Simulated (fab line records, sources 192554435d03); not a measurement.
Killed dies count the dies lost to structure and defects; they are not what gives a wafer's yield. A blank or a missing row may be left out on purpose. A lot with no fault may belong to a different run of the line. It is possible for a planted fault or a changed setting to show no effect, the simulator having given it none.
Which tool is to blame? || flow n5-finfet || 23 lots, 69 wafers sampled, at 4 steps of a route of 1938

== WHAT THE GAUGES SHOWED, per wafer ==
N5_BEOL_M8_OVL_MEAS_12.
{"lot": "L075", "measured": "day 10 08:52", "on": "overlay-01", "M8_OVL (nm)": "-0.2 -0.1 -0.3"}
{"lot": "L074", "measured": "day 10 13:11", "on": "overlay-01", "M8_OVL (nm)": "-0.4 -0.2 0.8"}
{"lot": "L076", "measured": "day 10 22:28", "on": "overlay-01", "M8_OVL (nm)": "0.1 0.6 0.2"}
{"lot": "L077", "measured": "day 11 03:46", "on": "overlay-02", "M8_OVL (nm)": "-0.7 -0.5 -0.4"}
{"lot": "L079", "measured": "day 11 08:28", "on": "overlay-02", "M8_OVL (nm)": "-0.3 -0.2 -0.9"}
{"lot": "L078", "measured": "day 11 09:02", "on": "overlay-02", "M8_OVL (nm)": "0.4 1.6 1.8"}
{"lot": "L080", "measured": "day 11 11:24", "on": "overlay-02", "M8_OVL (nm)": "-0.2 0.0 -0.5"}
{"lot": "L083", "measured": "day 11 16:34", "on": "overlay-01", "M8_OVL (nm)": "-1.2 -1.0 -1.4"}
{"lot": "L081", "measured": "day 12 12:22", "on": "overlay-02", "M8_OVL (nm)": "-0.5 -0.9 -2.3"}
{"lot": "L084", "measured": "day 12 21:02", "on": "overlay-01", "M8_OVL (nm)": "0.8 0.6 -0.9"}
{"lot": "L082", "measured": "day 12 21:12", "on": "overlay-02", "M8_OVL (nm)": "0.9 1.2 0.9"}
{"lot": "L088", "measured": "day 13 01:53", "on": "overlay-02", "M8_OVL (nm)": "0.7 0.7 -0.1"}
{"lot": "L085", "measured": "day 13 07:17", "on": "overlay-01", "M8_OVL (nm)": "0.7 0.5 -0.1"}
{"lot": "L086", "measured": "day 13 16:31", "on": "overlay-02", "M8_OVL (nm)": "0.2 0.4 -0.5"}
{"lot": "L087", "measured": "day 13 20:20", "on": "overlay-01", "M8_OVL (nm)": "-1.6 -0.7 -0.7"}
{"lot": "L089", "measured": "day 14 05:28", "on": "overlay-02", "M8_OVL (nm)": "-0.3 -0.4 -0.4"}
{"lot": "L090", "measured": "day 14 09:13", "on": "overlay-02", "M8_OVL (nm)": "-1.4 0.1 -1.1"}
{"lot": "L092", "measured": "day 14 09:58", "on": "overlay-01", "M8_OVL (nm)": "0.1 -0.5 -0.1"}
{"lot": "L091", "measured": "day 14 13:27", "on": "overlay-02", "M8_OVL (nm)": "-0.6 -0.7 -0.7"}
{"lot": "L094", "measured": "day 15 00:12", "on": "overlay-02", "M8_OVL (nm)": "0.4 -0.3 -0.2"}
{"lot": "L095", "measured": "day 15 09:11", "on": "overlay-02", "M8_OVL (nm)": "0.8 1.2 0.1"}
{"lot": "L096", "measured": "day 16 02:38", "on": "overlay-01", "M8_OVL (nm)": "0.6 -0.3 -0.4"}
{"lot": "L097", "measured": "day 16 07:05", "on": "overlay-01", "M8_OVL (nm)": "0.1 0.7 1.0"}

N5_BEOL_M8_CD_MEAS_18: pitch 80 nm, target cd 40 nm.
{"lot": "L075", "measured": "day 10 09:31", "on": "cd-sem-02", "cd-nm (nm)": "40.5 41.1 41.4"}
{"lot": "L074", "measured": "day 10 14:02", "on": "cd-sem-02", "cd-nm (nm)": "40.9 40.8 41.7"}
{"lot": "L076", "measured": "day 10 23:11", "on": "cd-sem-02", "cd-nm (nm)": "39.8 40.5 41.6"}
{"lot": "L077", "measured": "day 11 04:45", "on": "cd-sem-03", "cd-nm (nm)": "40.5 41.9 39.9"}
{"lot": "L079", "measured": "day 11 08:59", "on": "cd-sem-02", "cd-nm (nm)": "40.7 41.1 40.1"}
{"lot": "L078", "measured": "day 11 09:34", "on": "cd-sem-01", "cd-nm (nm)": "39.0 39.7 39.1"}
{"lot": "L080", "measured": "day 11 11:56", "on": "cd-sem-02", "cd-nm (nm)": "39.5 40.2 40.6"}
{"lot": "L083", "measured": "day 11 17:05", "on": "cd-sem-02", "cd-nm (nm)": "40.3 40.5 40.7"}
{"lot": "L081", "measured": "day 12 12:55", "on": "cd-sem-02", "cd-nm (nm)": "40.4 39.5 40.0"}
{"lot": "L084", "measured": "day 12 21:47", "on": "cd-sem-01", "cd-nm (nm)": "40.2 39.1 39.7"}
{"lot": "L082", "measured": "day 12 21:44", "on": "cd-sem-03", "cd-nm (nm)": "41.1 41.5 40.8"}
{"lot": "L088", "measured": "day 13 02:41", "on": "cd-sem-03", "cd-nm (nm)": "39.0 38.4 39.7"}
{"lot": "L085", "measured": "day 13 07:49", "on": "cd-sem-01", "cd-nm (nm)": "40.0 40.5 39.7"}
{"lot": "L086", "measured": "day 13 17:02", "on": "cd-sem-02", "cd-nm (nm)": "40.6 40.1 40.6"}
{"lot": "L087", "measured": "day 13 20:52", "on": "cd-sem-03", "cd-nm (nm)": "40.1 40.5 39.7"}
{"lot": "L089", "measured": "day 14 05:59", "on": "cd-sem-02", "cd-nm (nm)": "40.5 41.4 39.6"}
{"lot": "L090", "measured": "day 14 10:04", "on": "cd-sem-03", "cd-nm (nm)": "40.2 40.8 40.2"}
{"lot": "L092", "measured": "day 14 10:30", "on": "cd-sem-01", "cd-nm (nm)": "39.3 41.0 40.8"}
{"lot": "L091", "measured": "day 14 14:40", "on": "cd-sem-03", "cd-nm (nm)": "40.5 41.0 39.9"}
{"lot": "L094", "measured": "day 15 00:43", "on": "cd-sem-03", "cd-nm (nm)": "39.4 39.4 40.1"}
{"lot": "L095", "measured": "day 15 09:43", "on": "cd-sem-01", "cd-nm (nm)": "39.7 40.5 39.6"}
{"lot": "L096", "measured": "day 16 03:11", "on": "cd-sem-02", "cd-nm (nm)": "41.3 40.3 41.0"}
{"lot": "L097", "measured": "day 16 08:17", "on": "cd-sem-02", "cd-nm (nm)": "40.3 41.0 40.7"}

== EACH LOT AND THE TOOL THAT RAN IT (in order: tool; ch and the chambers of the sampled wafers; start) ==
{"lot": "L075", "N5_BEOL_M8_ETCH_61": "rie-diel-03 ch 0,3, day 10 08:58", "N5_BEOL_M8_HM_OPEN_17": "rie-metal-03 ch 0,1, day 10 09:12"}
{"lot": "L074", "N5_BEOL_M8_ETCH_61": "rie-diel-03 ch 0,1, day 10 13:37", "N5_BEOL_M8_HM_OPEN_17": "rie-metal-03 ch 0,1, day 10 13:53"}
{"lot": "L076", "N5_BEOL_M8_ETCH_61": "rie-diel-01 ch 0,2,3, day 10 22:46", "N5_BEOL_M8_HM_OPEN_17": "rie-metal-03 ch 0,1, day 10 23:02"}
{"lot": "L077", "N5_BEOL_M8_ETCH_61": "rie-diel-06 ch 1,2, day 11 04:17", "N5_BEOL_M8_HM_OPEN_17": "rie-metal-01 ch 0,1, day 11 04:32"}
{"lot": "L079", "N5_BEOL_M8_ETCH_61": "rie-diel-01 ch 0,1,3, day 11 08:34", "N5_BEOL_M8_HM_OPEN_17": "rie-metal-02 ch 0,1, day 11 08:49"}
{"lot": "L078", "N5_BEOL_M8_ETCH_61": "rie-diel-01 ch 1,3, day 11 09:08", "N5_BEOL_M8_HM_OPEN_17": "rie-metal-01 ch 0,1, day 11 09:25"}
{"lot": "L080", "N5_BEOL_M8_ETCH_61": "rie-diel-03 ch 2,3, day 11 11:31", "N5_BEOL_M8_HM_OPEN_17": "rie-metal-03 ch 0,1, day 11 11:46"}
{"lot": "L083", "N5_BEOL_M8_ETCH_61": "rie-diel-06 ch 1,3, day 11 16:40", "N5_BEOL_M8_HM_OPEN_17": "rie-metal-01 ch 0,1, day 11 16:56"}
{"lot": "L081", "N5_BEOL_M8_ETCH_61": "rie-diel-06 ch 1,2,3, day 12 12:28", "N5_BEOL_M8_HM_OPEN_17": "rie-metal-01 ch 0,1, day 12 12:43"}
{"lot": "L084", "N5_BEOL_M8_ETCH_61": "rie-diel-06 ch 0,3, day 12 21:16", "N5_BEOL_M8_HM_OPEN_17": "rie-metal-02 ch 0, day 12 21:32"}
{"lot": "L082", "N5_BEOL_M8_ETCH_61": "rie-diel-03 ch 1,2,3, day 12 21:19", "N5_BEOL_M8_HM_OPEN_17": "rie-metal-03 ch 0,1, day 12 21:33"}
{"lot": "L088", "N5_BEOL_M8_ETCH_61": "rie-diel-01 ch 0,2, day 13 02:09", "N5_BEOL_M8_HM_OPEN_17": "rie-metal-02 ch 0, day 13 02:24"}
{"lot": "L085", "N5_BEOL_M8_ETCH_61": "rie-diel-03 ch 0,1,3, day 13 07:23", "N5_BEOL_M8_HM_OPEN_17": "rie-metal-01 ch 0,1, day 13 07:38"}
{"lot": "L086", "N5_BEOL_M8_ETCH_61": "rie-diel-06 ch 1,2, day 13 16:37", "N5_BEOL_M8_HM_OPEN_17": "rie-metal-03 ch 0,1, day 13 16:52"}
{"lot": "L087", "N5_BEOL_M8_ETCH_61": "rie-diel-06 ch 0,2, day 13 20:26", "N5_BEOL_M8_HM_OPEN_17": "rie-metal-01 ch 0,1, day 13 20:41"}
{"lot": "L089", "N5_BEOL_M8_ETCH_61": "rie-diel-03 ch 0,1,2, day 14 05:33", "N5_BEOL_M8_HM_OPEN_17": "rie-metal-01 ch 0,1, day 14 05:47"}
{"lot": "L090", "N5_BEOL_M8_ETCH_61": "rie-diel-06 ch 0,1,2, day 14 09:38", "N5_BEOL_M8_HM_OPEN_17": "rie-metal-03 ch 0,1, day 14 09:53"}
{"lot": "L092", "N5_BEOL_M8_ETCH_61": "rie-diel-06 ch 0,1, day 14 10:04", "N5_BEOL_M8_HM_OPEN_17": "rie-metal-02 ch 0,1, day 14 10:19"}
{"lot": "L091", "N5_BEOL_M8_ETCH_61": "rie-diel-06 ch 1,2,3, day 14 14:14", "N5_BEOL_M8_HM_OPEN_17": "rie-metal-03 ch 0,1, day 14 14:29"}
{"lot": "L094", "N5_BEOL_M8_ETCH_61": "rie-diel-06 ch 1,2, day 15 00:18", "N5_BEOL_M8_HM_OPEN_17": "rie-metal-02 ch 0,1, day 15 00:32"}
{"lot": "L095", "N5_BEOL_M8_ETCH_61": "rie-diel-06 ch 0,1,3, day 15 09:17", "N5_BEOL_M8_HM_OPEN_17": "rie-metal-02 ch 0,1, day 15 09:34"}
{"lot": "L096", "N5_BEOL_M8_ETCH_61": "rie-diel-03 ch 0,1,2, day 16 02:44", "N5_BEOL_M8_HM_OPEN_17": "rie-metal-03 ch 0,1, day 16 02:58"}
{"lot": "L097", "N5_BEOL_M8_ETCH_61": "rie-diel-01 ch 1,3, day 16 07:52", "N5_BEOL_M8_HM_OPEN_17": "rie-metal-02 ch 0, day 16 08:07"}
- N5_BEOL_M8_ETCH_61: etches SiARC in CF4, target depth 45.5 nm, time 75.8 s.
- N5_BEOL_M8_HM_OPEN_17: chemistry Cl2/BCl3, target TiN, target depth 20 nm, overetch 6 nm.

== WHAT THE TOOLS THEMSELVES READ (means of the sampled wafers that have a number; where no wafer has one, the mark that the record gives instead) ==
N5_BEOL_M8_ETCH_61.
{"lot": "L075", "tool": "rie-diel-03", "drypump-motor-current-A (A)": 6.2, "etch-rf-on-time-s (s)": 77.3, "oes-product-au (a.u.)": 0.66, "rf-vpp-V (V)": 183.3, "showerhead-plenum-p-Torr (Torr)": 2.17, "throttle-valve-pct (%)": 15.51}
{"lot": "L074", "tool": "rie-diel-03", "drypump-motor-current-A (A)": 5.6, "etch-rf-on-time-s (s)": 73.7, "oes-product-au (a.u.)": 0.78, "rf-vpp-V (V)": 183.8, "showerhead-plenum-p-Torr (Torr)": 2.15, "throttle-valve-pct (%)": 15.62}
{"lot": "L076", "tool": "rie-diel-01", "drypump-motor-current-A (A)": 5.6, "etch-rf-on-time-s (s)": 77.4, "oes-product-au (a.u.)": 0.60, "rf-vpp-V (V)": 184.1, "showerhead-plenum-p-Torr (Torr)": 2.15, "throttle-valve-pct (%)": 15.72}
{"lot": "L077", "tool": "rie-diel-06", "drypump-motor-current-A (A)": 5.3, "etch-rf-on-time-s (s)": 75.5, "oes-product-au (a.u.)": 0.77, "rf-vpp-V (V)": 184.5, "showerhead-plenum-p-Torr (Torr)": 2.15, "throttle-valve-pct (%)": 15.26}
{"lot": "L079", "tool": "rie-diel-01", "drypump-motor-current-A (A)": 5.4, "etch-rf-on-time-s (s)": 76.3, "oes-product-au (a.u.)": 0.60, "rf-vpp-V (V)": 184.1, "showerhead-plenum-p-Torr (Torr)": 2.11, "throttle-valve-pct (%)": 15.84}
{"lot": "L078", "tool": "rie-diel-01", "drypump-motor-current-A (A)": 5.4, "etch-rf-on-time-s (s)": 75.6, "oes-product-au (a.u.)": 0.59, "rf-vpp-V (V)": 183.6, "showerhead-plenum-p-Torr (Torr)": 2.05, "throttle-valve-pct (%)": 16.00}
{"lot": "L080", "tool": "rie-diel-03", "drypump-motor-current-A (A)": 6.0, "etch-rf-on-time-s (s)": 76.6, "oes-product-au (a.u.)": 0.72, "rf-vpp-V (V)": 185.7, "showerhead-plenum-p-Torr (Torr)": 2.26, "throttle-valve-pct (%)": 15.56}
{"lot": "L083", "tool": "rie-diel-06", "drypump-motor-current-A (A)": 5.4, "etch-rf-on-time-s (s)": 74.8, "oes-product-au (a.u.)": 0.75, "rf-vpp-V (V)": 183.2, "showerhead-plenum-p-Torr (Torr)": 2.08, "throttle-valve-pct (%)": 15.35}
{"lot": "L081", "tool": "rie-diel-06", "drypump-motor-current-A (A)": 5.5, "etch-rf-on-time-s (s)": 75.8, "oes-product-au (a.u.)": 0.74, "rf-vpp-V (V)": 184.0, "showerhead-plenum-p-Torr (Torr)": 2.11, "throttle-valve-pct (%)": 15.43}
{"lot": "L084", "tool": "rie-diel-06", "drypump-motor-current-A (A)": 5.8, "etch-rf-on-time-s (s)": 76.5, "oes-product-au (a.u.)": 0.68, "rf-vpp-V (V)": 183.3, "showerhead-plenum-p-Torr (Torr)": 2.08, "throttle-valve-pct (%)": 15.78}
{"lot": "L082", "tool": "rie-diel-03", "drypump-motor-current-A (A)": 6.0, "etch-rf-on-time-s (s)": 76.3, "oes-product-au (a.u.)": 0.74, "rf-vpp-V (V)": 184.4, "showerhead-plenum-p-Torr (Torr)": 2.23, "throttle-valve-pct (%)": 15.57}
{"lot": "L088", "tool": "rie-diel-01", "drypump-motor-current-A (A)": 5.7, "etch-rf-on-time-s (s)": 78.4, "oes-product-au (a.u.)": 0.58, "rf-vpp-V (V)": 183.6, "showerhead-plenum-p-Torr (Torr)": 2.14, "throttle-valve-pct (%)": 15.82}
{"lot": "L085", "tool": "rie-diel-03", "drypump-motor-current-A (A)": 5.9, "etch-rf-on-time-s (s)": 76.2, "oes-product-au (a.u.)": 0.69, "rf-vpp-V (V)": 184.1, "showerhead-plenum-p-Torr (Torr)": 2.15, "throttle-valve-pct (%)": 15.61}
{"lot": "L086", "tool": "rie-diel-06", "drypump-motor-current-A (A)": 5.4, "etch-rf-on-time-s (s)": 75.3, "oes-product-au (a.u.)": 0.74, "rf-vpp-V (V)": 183.9, "showerhead-plenum-p-Torr (Torr)": 2.14, "throttle-valve-pct (%)": 15.30}
{"lot": "L087", "tool": "rie-diel-06", "drypump-motor-current-A (A)": 5.7, "etch-rf-on-time-s (s)": 76.2, "oes-product-au (a.u.)": 0.71, "rf-vpp-V (V)": 184.0, "showerhead-plenum-p-Torr (Torr)": 2.13, "throttle-valve-pct (%)": 15.49}
{"lot": "L089", "tool": "rie-diel-03", "drypump-motor-current-A (A)": 5.6, "etch-rf-on-time-s (s)": 75.9, "oes-product-au (a.u.)": 0.69, "rf-vpp-V (V)": 184.2, "showerhead-plenum-p-Torr (Torr)": 2.17, "throttle-valve-pct (%)": 15.70}
{"lot": "L090", "tool": "rie-diel-06", "drypump-motor-current-A (A)": 5.8, "etch-rf-on-time-s (s)": 75.9, "oes-product-au (a.u.)": 0.70, "rf-vpp-V (V)": 183.9, "showerhead-plenum-p-Torr (Torr)": 2.10, "throttle-valve-pct (%)": 15.44}
{"lot": "L092", "tool": "rie-diel-06", "drypump-motor-current-A (A)": 5.8, "etch-rf-on-time-s (s)": 75.5, "oes-product-au (a.u.)": 0.69, "rf-vpp-V (V)": 182.8, "showerhead-plenum-p-Torr (Torr)": 2.07, "throttle-valve-pct (%)": 15.38}
{"lot": "L091", "tool": "rie-diel-06", "drypump-motor-current-A (A)": 5.4, "etch-rf-on-time-s (s)": 75.5, "oes-product-au (a.u.)": 0.72, "rf-vpp-V (V)": 184.4, "showerhead-plenum-p-Torr (Torr)": 2.11, "throttle-valve-pct (%)": 15.46}
{"lot": "L094", "tool": "rie-diel-06", "drypump-motor-current-A (A)": 5.4, "etch-rf-on-time-s (s)": 75.7, "oes-product-au (a.u.)": 0.73, "rf-vpp-V (V)": 184.4, "showerhead-plenum-p-Torr (Torr)": 2.14, "throttle-valve-pct (%)": 15.32}
{"lot": "L095", "tool": "rie-diel-06", "drypump-motor-current-A (A)": 5.9, "etch-rf-on-time-s (s)": 76.4, "oes-product-au (a.u.)": 0.67, "rf-vpp-V (V)": 183.1, "showerhead-plenum-p-Torr (Torr)": 2.07, "throttle-valve-pct (%)": 15.59}
{"lot": "L096", "tool": "rie-diel-03", "drypump-motor-current-A (A)": 5.6, "etch-rf-on-time-s (s)": 75.7, "oes-product-au (a.u.)": 0.68, "rf-vpp-V (V)": 184.4, "showerhead-plenum-p-Torr (Torr)": 2.16, "throttle-valve-pct (%)": 15.72}
{"lot": "L097", "tool": "rie-diel-01", "drypump-motor-current-A (A)": 5.4, "etch-rf-on-time-s (s)": 76.0, "oes-product-au (a.u.)": 0.78, "rf-vpp-V (V)": 184.4, "showerhead-plenum-p-Torr (Torr)": 2.21, "throttle-valve-pct (%)": 15.57}

N5_BEOL_M8_HM_OPEN_17.
{"lot": "L075", "tool": "rie-metal-03", "bcl3-flow-sccm (sccm)": 21.76, "drypump-motor-current-A (A)": 5.71, "oes-product-au (a.u.)": 0.77, "throttle-valve-pct (%)": 21.84}
{"lot": "L074", "tool": "rie-metal-03", "bcl3-flow-sccm (sccm)": 21.75, "drypump-motor-current-A (A)": 5.70, "oes-product-au (a.u.)": 0.77, "throttle-valve-pct (%)": 21.85}
{"lot": "L076", "tool": "rie-metal-03", "bcl3-flow-sccm (sccm)": 21.76, "drypump-motor-current-A (A)": 5.49, "oes-product-au (a.u.)": 0.73, "throttle-valve-pct (%)": 21.90}
{"lot": "L077", "tool": "rie-metal-01", "bcl3-flow-sccm (sccm)": 21.70, "drypump-motor-current-A (A)": 5.50, "oes-product-au (a.u.)": 0.69, "throttle-valve-pct (%)": 22.16}
{"lot": "L079", "tool": "rie-metal-02", "bcl3-flow-sccm (sccm)": 21.71, "drypump-motor-current-A (A)": 5.84, "oes-product-au (a.u.)": 0.73, "throttle-valve-pct (%)": 22.44}
{"lot": "L078", "tool": "rie-metal-01", "bcl3-flow-sccm (sccm)": 21.72, "drypump-motor-current-A (A)": 5.43, "oes-product-au (a.u.)": 0.64, "throttle-valve-pct (%)": 22.35}
{"lot": "L080", "tool": "rie-metal-03", "bcl3-flow-sccm (sccm)": 21.80, "drypump-motor-current-A (A)": 5.71, "oes-product-au (a.u.)": 0.76, "throttle-valve-pct (%)": 21.86}
{"lot": "L083", "tool": "rie-metal-01", "bcl3-flow-sccm (sccm)": 21.78, "drypump-motor-current-A (A)": 5.52, "oes-product-au (a.u.)": 0.68, "throttle-valve-pct (%)": 22.14}
{"lot": "L081", "tool": "rie-metal-01", "bcl3-flow-sccm (sccm)": 21.73, "drypump-motor-current-A (A)": 5.43, "oes-product-au (a.u.)": 0.63, "throttle-valve-pct (%)": 22.35}
{"lot": "L084", "tool": "rie-metal-02", "bcl3-flow-sccm (sccm)": 21.75, "drypump-motor-current-A (A)": 5.77, "oes-product-au (a.u.)": 0.80, "throttle-valve-pct (%)": 22.37}
{"lot": "L082", "tool": "rie-metal-03", "bcl3-flow-sccm (sccm)": 21.77, "drypump-motor-current-A (A)": 5.50, "oes-product-au (a.u.)": 0.73, "throttle-valve-pct (%)": 21.90}
{"lot": "L088", "tool": "rie-metal-02", "bcl3-flow-sccm (sccm)": 21.79, "drypump-motor-current-A (A)": 5.77, "oes-product-au (a.u.)": 0.79, "throttle-valve-pct (%)": 22.37}
{"lot": "L085", "tool": "rie-metal-01", "bcl3-flow-sccm (sccm)": 21.73, "drypump-motor-current-A (A)": 5.45, "oes-product-au (a.u.)": 0.62, "throttle-valve-pct (%)": 22.37}
{"lot": "L086", "tool": "rie-metal-03", "bcl3-flow-sccm (sccm)": 21.73, "drypump-motor-current-A (A)": 5.72, "oes-product-au (a.u.)": 0.75, "throttle-valve-pct (%)": 21.87}
{"lot": "L087", "tool": "rie-metal-01", "bcl3-flow-sccm (sccm)": 21.71, "drypump-motor-current-A (A)": 5.49, "oes-product-au (a.u.)": 0.67, "throttle-valve-pct (%)": 22.17}
{"lot": "L089", "tool": "rie-metal-01", "bcl3-flow-sccm (sccm)": 21.73, "drypump-motor-current-A (A)": 5.45, "oes-product-au (a.u.)": 0.61, "throttle-valve-pct (%)": 22.39}
{"lot": "L090", "tool": "rie-metal-03", "bcl3-flow-sccm (sccm)": 21.79, "drypump-motor-current-A (A)": 5.71, "oes-product-au (a.u.)": 0.74, "throttle-valve-pct (%)": 21.86}
{"lot": "L092", "tool": "rie-metal-02", "bcl3-flow-sccm (sccm)": 21.73, "drypump-motor-current-A (A)": 5.81, "oes-product-au (a.u.)": 0.77, "throttle-valve-pct (%)": 22.34}
{"lot": "L091", "tool": "rie-metal-03", "bcl3-flow-sccm (sccm)": 21.74, "drypump-motor-current-A (A)": 5.72, "oes-product-au (a.u.)": 0.73, "throttle-valve-pct (%)": 21.86}
{"lot": "L094", "tool": "rie-metal-02", "bcl3-flow-sccm (sccm)": 21.76, "drypump-motor-current-A (A)": 5.82, "oes-product-au (a.u.)": 0.77, "throttle-valve-pct (%)": 22.35}
{"lot": "L095", "tool": "rie-metal-02", "bcl3-flow-sccm (sccm)": 21.68, "drypump-motor-current-A (A)": 5.87, "oes-product-au (a.u.)": 0.77, "throttle-valve-pct (%)": 22.32}
{"lot": "L096", "tool": "rie-metal-03", "bcl3-flow-sccm (sccm)": 21.74, "drypump-motor-current-A (A)": 5.71, "oes-product-au (a.u.)": 0.72, "throttle-valve-pct (%)": 21.87}
{"lot": "L097", "tool": "rie-metal-02", "bcl3-flow-sccm (sccm)": 21.72, "drypump-motor-current-A (A)": 5.81, "oes-product-au (a.u.)": 0.74, "throttle-valve-pct (%)": 22.40}

== THE ANSWER, worked out from the rows above alone ==
Rule: the lots themselves supply what counts as usual. Put in order of their means at a reading, lots are off if they are a third of the lots or fewer, leave a main group of 4 or more, and stand apart from it by a gap of 3 or more times the standard deviation of the main group's means; of several such gaps the widest counts. A main group is skipped when, at the precision printed for the reading in the tables above, its means are all equal. A lot without any number at a reading at which 4 lots or more have one is off too. All remaining lots with rows at the step are treated as sound. After the gauges, taken in route order, come the tools' own readings; for these a lot's mean is taken, as printed above. At the first step where some lot is off, the reading lying furthest off is the one used; lots without a number count as furthest.
No lot is off at any reading shown: from this, nothing can be told.

== WHAT THE SIMULATOR HAD INSERTED ==
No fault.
